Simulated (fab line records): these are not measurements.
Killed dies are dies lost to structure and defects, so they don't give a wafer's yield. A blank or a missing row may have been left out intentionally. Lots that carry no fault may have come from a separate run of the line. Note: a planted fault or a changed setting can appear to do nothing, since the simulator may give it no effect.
Matching of chambers | flow n5_finfet | 4 sister chambers for N5_BEOL_M11_STRIP_67 on rie_diel-03
The step strips in CF4. 16 wafers are shown with their chamber, then 8 later ones without.

== EACH WAFER AND ITS CHAMBER ==
wafer  | chamber | drypump_motor_current_A (A) | showerhead_plenum_p_Torr (Torr) | throttle_valve_pct (%)
L074.4 | 3       | 5.4                         | 1.77                            | 13.4
L074.5 | 1       | 4.9                         | 1.89                            | 13.7
L074.6 | 2       | 6.6                         | 1.84                            | 13.5
L075.2 | 1       | 4.9                         | 1.89                            | 13.7
L075.3 | 3       | 5.4                         | 1.77                            | 13.4
L075.4 | 2       | 6.6                         | 1.84                            | 13.5
L080.1 | 3       | 5.4                         | 1.76                            | 13.4
L080.5 | 0       | 5.6                         | 1.77                            | 13.4
L080.6 | 3       | 5.5                         | 1.76                            | 13.4
L083.1 | 1       | 4.9                         | 1.89                            | 13.8
L083.2 | 3       | 5.5                         | 1.76                            | 13.4
L083.5 | 0       | 5.7                         | 1.77                            | 13.4
L092.1 | 1       | 4.9                         | 1.88                            | 13.8
L092.3 | 2       | 6.6                         | 1.83                            | 13.6
L092.6 | 2       | 6.6                         | 1.83                            | 13.6
L093.2 | 0       | 5.7                         | 1.76                            | 13.4

SIGNATURES (means of the wafers above)
reading                  | chamber 0 | chamber 1 | chamber 2 | chamber 3 | scatter within a chamber
drypump_motor_current_A  | 5.667     | 4.900     | 6.600     | 5.440     | 0.0394
showerhead_plenum_p_Torr | 1.7667    | 1.8875    | 1.8350    | 1.7640    | 0.00549
throttle_valve_pct       | 13.400    | 13.750    | 13.550    | 13.400    | 0.0408
Rule: for a wafer and a chamber, the distance is found by dividing, reading by reading, the gap between the wafer's reading and the chamber's mean by the reading's scatter, squaring, summing and taking the root. If the next closest chamber is less than 2 further off than the closest, the wafer can't be placed; otherwise it belongs to the closest. How the scatter is found: for the shown wafers, subtract from each reading the mean of its chamber, square and add these, divide the total by (wafers less chambers), then take the root.

== WAFERS WITH NO CHAMBER GIVEN ==
wafer  | drypump_motor_current_A (A) | showerhead_plenum_p_Torr (Torr) | throttle_valve_pct (%)
L093.4 | 5.4                         | 1.76                            | 13.5
L093.6 | 5.4                         | 1.76                            | 13.5
L091.1 | 5.4                         | 1.76                            | 13.5
L091.4 | 5.6                         | 1.76                            | 13.4
L091.5 | 5.6                         | 1.76                            | 13.4
L096.1 | 5.4                         | 1.76                            | 13.5
L096.2 | 4.9                         | 1.88                            | 13.8
L096.6 | 4.9                         | 1.88                            | 13.8

== CHAMBER TAKEN BY EACH ==
wafer  | from the rows above | in truth
L093.4 | 3                   | 3
L093.6 | 3                   | 3
L091.1 | 3                   | 3
L091.4 | 0                   | 0
L091.5 | 0                   | 0
L096.1 | 3                   | 3
L096.2 | 1                   | 1
L096.6 | 1                   | 1
Correct placement for 8 of the 8. From these rows, 0 cannot be placed. Wrongly placed: 0.
